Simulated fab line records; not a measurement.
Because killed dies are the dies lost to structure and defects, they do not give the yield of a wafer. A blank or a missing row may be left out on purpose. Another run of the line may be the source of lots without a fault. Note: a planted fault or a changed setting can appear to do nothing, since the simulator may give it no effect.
Chamber matching + flow nand-harc + NHARC_P_BONDPAD_ACTIVATE_29 on rie-diel-03 has 4 sister chambers
The step chemistry N2, time 60 s. 22 wafers are shown with their chamber, then 11 later ones without.

== WAFERS PAIRED WITH THEIR CHAMBERS ==
| wafer  | chamber | drypump-motor-current-A (A) | oes-product-au (a.u.) | rf-vpp-V (V) |
|--------|---------|-----------------------------|-----------------------|--------------|
| L205.2 | 2       | 4.9                         | 0.993                 | 64.7         |
| L205.3 | 1       | 5.5                         | 0.992                 | 64.9         |
| L205.4 | 0       | 5.6                         | 1.008                 | 63.4         |
| L208.3 | 1       | 5.5                         | 0.990                 | 63.8         |
| L208.5 | 0       | 5.6                         | 1.023                 | 63.0         |
| L208.6 | 3       | 4.8                         | 0.974                 | 65.4         |
| L209.1 | 1       | 5.5                         | 0.995                 | 64.7         |
| L209.2 | 0       | 5.6                         | 1.029                 | 63.0         |
| L209.5 | 3       | 4.9                         | 0.979                 | 64.4         |
| L210.2 | 0       | 5.6                         | 1.012                 | 63.3         |
| L210.3 | 3       | 4.9                         | 0.986                 | 64.9         |
| L210.4 | 1       | 5.5                         | 1.004                 | 63.6         |
| L212.2 | 2       | 4.9                         | 0.997                 | 64.5         |
| L212.5 | 3       | 4.9                         | 0.965                 | 65.4         |
| L212.6 | 2       | 4.9                         | 0.995                 | 63.0         |
| L213.2 | 0       | 5.6                         | 1.025                 | 63.3         |
| L213.3 | 2       | 4.9                         | 0.994                 | 64.5         |
| L213.4 | 3       | 4.9                         | 0.987                 | 65.0         |
| L216.1 | 0       | 5.6                         | 1.011                 | 65.2         |
| L216.3 | 3       | 4.8                         | 0.976                 | 65.2         |
| L216.6 | 0       | 5.6                         | 1.002                 | 64.3         |
| L223.2 | 1       | 5.5                         | 0.996                 | 62.6         |

SIGNATURES, as means of the wafers listed above
| reading                 | chamber 0 | chamber 1 | chamber 2 | chamber 3 | scatter within a chamber |
|-------------------------|-----------|-----------|-----------|-----------|--------------------------|
| drypump-motor-current-A | 5.600     | 5.500     | 4.900     | 4.867     | 0.0272                   |
| oes-product-au          | 1.01571   | 0.99540   | 0.99475   | 0.97783   | 0.00767                  |
| rf-vpp-V                | 63.643    | 63.920    | 64.175    | 65.050    | 0.745                    |
Rule: for a wafer and a chamber, the distance is found by dividing, reading by reading, the gap between the wafer's reading and the chamber's mean by the reading's scatter, squaring, summing and taking the root. If the next closest chamber is less than 2 further off than the closest, the wafer can't be placed; otherwise it belongs to the closest. How the scatter is found: for the shown wafers, subtract from each reading the mean of its chamber, square and add these, divide the total by (wafers less chambers), then take the root.

== WAFERS MISSING THEIR CHAMBER ==
| wafer  | drypump-motor-current-A (A) | oes-product-au (a.u.) | rf-vpp-V (V) |
|--------|-----------------------------|-----------------------|--------------|
| L223.3 | 4.9                         | 0.979                 | 63.3         |
| L223.4 | 4.8                         | 1.007                 | 63.8         |
| L224.1 | 4.9                         | 0.992                 | 66.9         |
| L224.3 | 5.5                         | 1.021                 | 64.3         |
| L224.5 | 5.5                         | 0.995                 | 61.9         |
| L226.3 | 5.6                         | 1.020                 | 64.2         |
| L226.4 | 4.8                         | 1.005                 | 65.1         |
| L226.6 | 4.9                         | 0.973                 | 65.0         |
| L225.2 | 4.9                         | 0.979                 | 66.0         |
| L225.3 | 5.4                         | 0.992                 | 64.2         |
| L225.5 | 4.9                         | 0.973                 | 64.0         |

== WHICH CHAMBER EACH ONE RAN IN ==
| wafer  | from the rows above     | in truth |
|--------|-------------------------|----------|
| L223.3 | can't be placed: 2 or 3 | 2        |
| L223.4 | can't be placed: 2 or 3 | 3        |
| L224.1 | can't be placed: 3 or 2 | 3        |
| L224.3 | can't be placed: 1 or 0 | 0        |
| L224.5 | 1                       | 1        |
| L226.3 | 0                       | 0        |
| L226.4 | can't be placed: 2 or 3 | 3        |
| L226.6 | can't be placed: 3 or 2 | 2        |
| L225.2 | can't be placed: 3 or 2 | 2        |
| L225.3 | 1                       | 1        |
| L225.5 | can't be placed: 3 or 2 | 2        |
Correctly placed: 3 of 11. Not placeable from these rows: 8 (in 8, the candidates include the true chamber). Wrongly placed: 0.
